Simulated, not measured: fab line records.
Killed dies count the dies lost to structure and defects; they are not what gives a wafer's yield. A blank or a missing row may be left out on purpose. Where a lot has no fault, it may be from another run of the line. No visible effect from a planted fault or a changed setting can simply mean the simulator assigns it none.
Matching of chambers    flow n5Finfet    N5_FIN_CUT_CUT_ETCH_28 on rieSi-03 has 4 sister chambers
The step etches Si in HBr/Cl2/O2, target depth 6 nm, time 2.4 s. 24 wafers are shown with their chamber, then 12 later ones without.

## EACH WAFER AND ITS CHAMBER
wafer   chamber  drypumpMotorCurrentA (A)  oesProductAu (a.u.)
L075.3  1        5.44                      0.979
L075.4  3        4.96                      0.988
L075.6  2        5.24                      0.994
L079.1  1        5.42                      0.979
L079.3  2        5.26                      0.993
L079.6  0        5.45                      1.005
L082.2  3        4.95                      1.009
L082.4  2        5.27                      0.994
L082.5  2        5.25                      0.990
L083.2  3        4.96                      0.999
L083.3  1        5.43                      0.975
L083.4  0        5.45                      0.996
L084.4  2        5.25                      0.992
L084.5  0        5.45                      1.007
L084.6  1        5.48                      0.973
L088.1  3        4.96                      0.998
L088.3  0        5.46                      0.996
L088.4  2        5.26                      0.994
L089.1  2        5.24                      0.992
L089.2  0        5.45                      1.007
L089.6  0        5.45                      0.999
L091.4  3        4.95                      1.000
L091.5  3        4.97                      1.005
L091.6  0        5.46                      0.998

SIGNATURES (means of the wafers above)
reading               chamber 0  chamber 1  chamber 2  chamber 3  scatter within a chamber
drypumpMotorCurrentA  5.4529     5.4425     5.2529     4.9583     0.0127
oesProductAu          1.00114    0.97650    0.99271    0.99983    0.00472
Rule: a wafer lies at a distance from a chamber equal to the root of the sum of squares, over the readings, of (its reading less the chamber's mean, divided by the reading's scatter). If the next closest chamber is less than 2 further off than the closest, the wafer can't be placed; otherwise it belongs to the closest. The scatter: take each reading less its chamber's mean, square it, sum over the shown wafers, divide by the number of wafers less the number of chambers, and take the root.

## WAFERS WITH NO CHAMBER GIVEN
wafer   drypumpMotorCurrentA (A)  oesProductAu (a.u.)
L092.1  5.41                      0.979
L092.3  5.24                      0.993
L092.4  5.47                      1.000
L093.1  5.41                      0.976
L093.2  5.43                      0.997
L093.5  5.41                      0.979
L094.1  5.46                      1.002
L094.3  5.26                      0.992
L094.5  4.96                      1.002
L095.4  5.26                      0.996
L095.5  5.25                      0.996
L095.6  5.44                      0.977

## WHICH CHAMBER EACH ONE RAN IN
wafer   from the rows above  in truth
L092.1  1                    1
L092.3  2                    2
L092.4  0                    0
L093.1  1                    1
L093.2  0                    0
L093.5  1                    1
L094.1  0                    0
L094.3  2                    2
L094.5  3                    3
L095.4  2                    2
L095.5  2                    2
L095.6  1                    1
Correctly placed: 12 of 12. From these rows, 0 cannot be placed. 0 placed wrongly.
